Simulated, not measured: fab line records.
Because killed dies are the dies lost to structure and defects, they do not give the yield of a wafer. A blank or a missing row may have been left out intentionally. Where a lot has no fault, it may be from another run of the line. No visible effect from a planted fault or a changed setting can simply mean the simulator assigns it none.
Split-lot trial :: flow n5Finfet :: 21 wafers read from 7 lots, route of 1938 steps

SPLIT DETAILS
At N5_BEOL_M8_DESCUM_33 (chemistry O2, time 7 s), the setting timeS was moved away from the recipe's 7 s on 4 of the 21 wafers read, by -20.4% to +21.7%. For the rest of the wafers, this setting stayed at what the recipe calls for.

FROM THE SPLIT TO THE READING: what the file shows between them, 1 step
- N5_BEOL_M8_ETCH_72: etches underlayer in N2/H2, target depth 6.5 nm, time 5.2 s

THE READING
CAR-EUV_of_BEOL_M8_COAT_22.thkNm (the simulator's own value, which no gauge read), in nm, at N5_BEOL_M8_ETCH_65 (etches SiARC in CF4, target depth 15.6 nm, time 26 s). No usual value for it is given in the file. Average 11.0 nm, standard deviation 0.094 nm, over the 17 wafers here run with the recipe.

wafer: L074.3
tool, chamber at the split: rieDiel-01, 3,0,0
timeS as run, s: 7
against the recipe: recipe
CAR-EUV_of_BEOL_M8_COAT_22.thkNm, nm: 11
against lot-mates on the recipe: -

wafer: L074.4
tool, chamber at the split: rieDiel-01, 3,0,0
timeS as run, s: 7
against the recipe: recipe
CAR-EUV_of_BEOL_M8_COAT_22.thkNm, nm: 11
against lot-mates on the recipe: -

wafer: L074.6
tool, chamber at the split: rieDiel-01, 3,0,0
timeS as run, s: 7
against the recipe: recipe
CAR-EUV_of_BEOL_M8_COAT_22.thkNm, nm: 11
against lot-mates on the recipe: -

wafer: L076.3
tool, chamber at the split: rieDiel-06, 3,1
timeS as run, s: 8.516
against the recipe: +21.7%
CAR-EUV_of_BEOL_M8_COAT_22.thkNm, nm: 10.4
against lot-mates on the recipe: -0.6

wafer: L076.4
tool, chamber at the split: rieDiel-06, 1
timeS as run, s: 7
against the recipe: recipe
CAR-EUV_of_BEOL_M8_COAT_22.thkNm, nm: 11
against lot-mates on the recipe: -

wafer: L076.6
tool, chamber at the split: rieDiel-06, 3,1
timeS as run, s: 8.516
against the recipe: +21.7%
CAR-EUV_of_BEOL_M8_COAT_22.thkNm, nm: 10.2
against lot-mates on the recipe: -0.8

wafer: L081.2
tool, chamber at the split: rieDiel-01, 3,0
timeS as run, s: 7
against the recipe: recipe
CAR-EUV_of_BEOL_M8_COAT_22.thkNm, nm: 10.8
against lot-mates on the recipe: -

wafer: L081.3
tool, chamber at the split: rieDiel-01, 3,0
timeS as run, s: 7
against the recipe: recipe
CAR-EUV_of_BEOL_M8_COAT_22.thkNm, nm: 11
against lot-mates on the recipe: -

wafer: L081.4
tool, chamber at the split: rieDiel-01, 1
timeS as run, s: 5.573
against the recipe: -20.4%
CAR-EUV_of_BEOL_M8_COAT_22.thkNm, nm: 11.6
against lot-mates on the recipe: +0.7

wafer: L084.3
tool, chamber at the split: rieDiel-01, 3,0
timeS as run, s: 7
against the recipe: recipe
CAR-EUV_of_BEOL_M8_COAT_22.thkNm, nm: 11.2
against lot-mates on the recipe: -

wafer: L084.4
tool, chamber at the split: rieDiel-01, 2
timeS as run, s: 8.31
against the recipe: +18.7%
CAR-EUV_of_BEOL_M8_COAT_22.thkNm, nm: 10.6
against lot-mates on the recipe: -0.5

wafer: L084.5
tool, chamber at the split: rieDiel-01, 3,0
timeS as run, s: 7
against the recipe: recipe
CAR-EUV_of_BEOL_M8_COAT_22.thkNm, nm: 11
against lot-mates on the recipe: -

wafer: L094.4
tool, chamber at the split: rieDiel-04, 2,0
timeS as run, s: 7
against the recipe: recipe
CAR-EUV_of_BEOL_M8_COAT_22.thkNm, nm: 11.2
against lot-mates on the recipe: -

wafer: L094.6
tool, chamber at the split: rieDiel-04, 2,0
timeS as run, s: 7
against the recipe: recipe
CAR-EUV_of_BEOL_M8_COAT_22.thkNm, nm: 11.2
against lot-mates on the recipe: -

wafer: L094.5
tool, chamber at the split: rieDiel-04, 3
timeS as run, s: 7
against the recipe: recipe
CAR-EUV_of_BEOL_M8_COAT_22.thkNm, nm: 11
against lot-mates on the recipe: -

wafer: L096.4
tool, chamber at the split: rieDiel-04, 0,3,0
timeS as run, s: 7
against the recipe: recipe
CAR-EUV_of_BEOL_M8_COAT_22.thkNm, nm: 11
against lot-mates on the recipe: -

wafer: L096.5
tool, chamber at the split: rieDiel-04, 0,3,0
timeS as run, s: 7
against the recipe: recipe
CAR-EUV_of_BEOL_M8_COAT_22.thkNm, nm: 11
against lot-mates on the recipe: -

wafer: L096.6
tool, chamber at the split: rieDiel-04, 0,3,0
timeS as run, s: 7
against the recipe: recipe
CAR-EUV_of_BEOL_M8_COAT_22.thkNm, nm: 11
against lot-mates on the recipe: -

wafer: L095.1
tool, chamber at the split: rieDiel-01, 1,3,0
timeS as run, s: 7
against the recipe: recipe
CAR-EUV_of_BEOL_M8_COAT_22.thkNm, nm: 11
against lot-mates on the recipe: -

wafer: L095.4
tool, chamber at the split: rieDiel-01, 1,3,0
timeS as run, s: 7
against the recipe: recipe
CAR-EUV_of_BEOL_M8_COAT_22.thkNm, nm: 11
against lot-mates on the recipe: -

wafer: L095.5
tool, chamber at the split: rieDiel-01, 1,3,0
timeS as run, s: 7
against the recipe: recipe
CAR-EUV_of_BEOL_M8_COAT_22.thkNm, nm: 11
against lot-mates on the recipe: -
When a row names more than one chamber, that row covers several wafers, and the file does not tell which wafer ran in which chamber.

FIT RESULTS
A straight line over all 21 wafers: CAR-EUV_of_BEOL_M8_COAT_22.thkNm changes by -0.0299 nm for each +1% of timeS; r = -0.94; the points scatter about the line by 0.1 nm.
The same after taking each lot's own level away (the mean of its wafers on the recipe; 21 wafers): -0.0318 nm for each +1%; r = -0.97; scatter 0.072 nm.
Per that fit: largest timeS move, reading shift of 0.69 nm.
Across the lots, their own levels run from 10.90 to 11.13 nm, a range of 2.5 times the standard deviation given above.
Hence the lot-to-lot level has little effect on the slope; both slopes agree.
Check: -0.716 nm against its lot-mates is what the line predicts for one of the wafers moved furthest among these (+21.7%) when that wafer is left out of the fit. Against them it came out at -0.6 nm.

OTHER SPLITS ON THESE WAFERS
Note: prior to the reading, these wafers also went through further splits. Each is held against what the fit with the lots' levels taken away leaves over:
other split on the same wafers: N5_BEOL_M5_COAT_66 spinRpm
wafers away from the commonest value: 5
r with CAR-EUV_of_BEOL_M8_COAT_22.thkNm (lot level and that fit taken away): -0.33

other split on the same wafers: N5_BEOL_M5_DEP_56 timeS
wafers away from the commonest value: 3
r with CAR-EUV_of_BEOL_M8_COAT_22.thkNm (lot level and that fit taken away): +0.02

other split on the same wafers: N5_BEOL_M7_DEP_56 timeS
wafers away from the commonest value: 4
r with CAR-EUV_of_BEOL_M8_COAT_22.thkNm (lot level and that fit taken away): +0.16

other split on the same wafers: N5_BEOL_M8_PECVD_70 tempC
wafers away from the commonest value: 8
r with CAR-EUV_of_BEOL_M8_COAT_22.thkNm (lot level and that fit taken away): +0.33

THE WHOLE CHAIN: every reading that the file lists as answering this split, in the file's order
step: N5_BEOL_M8_DESCUM_33
what it does: chemistry O2, time 7 s
reading: CAR-EUV_of_BEOL_M8_COAT_22.thkNm (the simulator's own value, which no gauge read)
change (the file's fit): -0.0328 nm for each +1% of the setting
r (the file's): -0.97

step: N5_BEOL_M8_ETCH_72
what it does: etches underlayer in N2/H2, target depth 6.5 nm, time 5.2 s
reading: CAR-EUV_of_BEOL_M8_COAT_22.thkNm (the simulator's own value, which no gauge read)
change (the file's fit): -0.0316 nm for each +1% of the setting
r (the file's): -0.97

step: N5_BEOL_M8_ETCH_65
what it does: etches SiARC in CF4, target depth 15.6 nm, time 26 s
reading: CAR-EUV_of_BEOL_M8_COAT_22.thkNm (the simulator's own value, which no gauge read)
change (the file's fit): -0.0314 nm for each +1% of the setting
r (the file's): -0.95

THE FILE'S OWN FIT
CAR-EUV_of_BEOL_M8_COAT_22.thkNm changes by -0.0314 nm for each +1% of timeS, r = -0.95.
